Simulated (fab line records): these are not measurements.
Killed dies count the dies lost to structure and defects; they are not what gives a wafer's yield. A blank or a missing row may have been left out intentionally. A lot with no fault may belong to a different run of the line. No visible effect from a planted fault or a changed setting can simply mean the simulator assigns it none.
Matching of chambers    flow n5Finfet    3 sister chambers for N5_BEOL_M11_ILD_DEP_00 on pecvd-03
The step deposits SiCOH lowk from DEMS/porogen, target thk 308.51 nm, time 58 s. 3 wafers are shown with their chamber, then 9 later ones without.

== WAFERS WITH THEIR CHAMBER ==
wafer   chamber  throttleValvePct (%)
L082.6  1        14.7
L088.5  0        13.7
L088.6  2        14.2

== WAFERS MISSING THEIR CHAMBER ==
wafer   throttleValvePct (%)
L086.3  14.2
L086.4  13.7
L086.5  14.1
L089.2  14.1
L089.3  14.3
L089.5  14.0
L092.3  13.4
L092.5  13.2
L092.6  14.1

== EACH ONE'S CHAMBER ==
wafer   from the rows above      in truth
L086.3  2                        2
L086.4  0                        0
L086.5  can't be placed: 2 or 0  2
L089.2  can't be placed: 2 or 0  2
L089.3  can't be placed: 2 or 1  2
L089.5  can't be placed: 2 or 0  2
L092.3  0                        0
L092.5  0                        0
L092.6  can't be placed: 2 or 0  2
Correct placement for 4 of the 9. Unplaceable from these rows: 5, with the true chamber sitting among the candidates in 5. Placed wrongly: 0.
How it was worked out, from the rows above alone: a wafer's distance from a chamber is the root of the sum, over the readings, of the square of ((its reading less the chamber's mean) divided by the reading's scatter). If the next closest chamber is less than 2 further off than the closest, the wafer can't be placed; otherwise it belongs to the closest. Each chamber's mean is taken over the wafers shown for it. The scatter: root of mean squared gap, hidden wafer to nearest shown wafer, with one shown wafer a chamber.
